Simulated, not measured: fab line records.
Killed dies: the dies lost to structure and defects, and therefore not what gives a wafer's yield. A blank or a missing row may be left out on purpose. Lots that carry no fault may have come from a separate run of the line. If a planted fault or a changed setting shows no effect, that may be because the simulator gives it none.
Matching of chambers | flow nandHarc | cmp-02 running NHARC_A_BONDPAD_CMP_19: 4 sister chambers
The step polishes, t overpolish 30 s, cu recess touch 16 s, target thk 169.82 nm. 8 wafers are shown with their chamber, then 12 later ones without.

== WAFERS, EACH WITH ITS CHAMBER ==
wafer  | chamber | motorCurrentA (A) | overpolishRunS (s)
L086.6 | 0       | 11.2              | 29.985
L087.3 | 2       | 10.9              | 30.003
L088.2 | 2       | 10.7              | 30.005
L088.4 | 1       | 13.6              | 29.985
L088.6 | 3       | 12.0              | 30.016
L091.2 | 0       | 10.4              | 29.989
L091.3 | 3       | 11.5              | 29.997
L091.4 | 1       | 12.6              | 30.003

== WAFERS WITHOUT THEIR CHAMBER ==
wafer  | motorCurrentA (A) | overpolishRunS (s)
L090.1 | 12.0              | 29.998
L090.4 | 11.0              | 29.992
L090.5 | 11.3              | 29.991
L093.2 | 14.0              | 30.008
L093.3 | 10.8              | 30.009
L093.6 | 13.0              | 29.975
L092.4 | 10.8              | 29.990
L092.5 | 10.9              | 30.012
L092.6 | 13.5              | 29.995
L095.1 | 12.4              | 30.003
L095.3 | 13.8              | 29.994
L095.4 | 11.3              | 30.010

== CHAMBER TAKEN BY EACH ==
wafer  | from the rows above               | in truth
L090.1 | can't be placed: 3 or 1 or 2 or 0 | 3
L090.4 | can't be placed: 0 or 2 or 3      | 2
L090.5 | can't be placed: 0 or 2 or 3      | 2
L093.2 | 1                                 | 1
L093.3 | can't be placed: 2 or 3 or 0      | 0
L093.6 | 1                                 | 1
L092.4 | can't be placed: 0 or 2           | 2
L092.5 | can't be placed: 2 or 3 or 0      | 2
L092.6 | 1                                 | 1
L095.1 | can't be placed: 3 or 1 or 2      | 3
L095.3 | 1                                 | 1
L095.4 | can't be placed: 3 or 2 or 0      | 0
4 of 12 placed correctly. These rows do not allow placing 8 (true chamber among the candidates in 8). Placed wrongly: 0.
How it was worked out, from the rows above alone: a wafer's distance from a chamber is the root of the sum, over the readings, of the square of ((its reading less the chamber's mean) divided by the reading's scatter). If the next closest chamber is less than 2 further off than the closest, the wafer can't be placed; otherwise it belongs to the closest. A chamber's mean is the mean of its shown wafers. The scatter: the root of (the sum of the squares of (reading less its chamber's mean) over the shown wafers, divided by (wafers less chambers)).
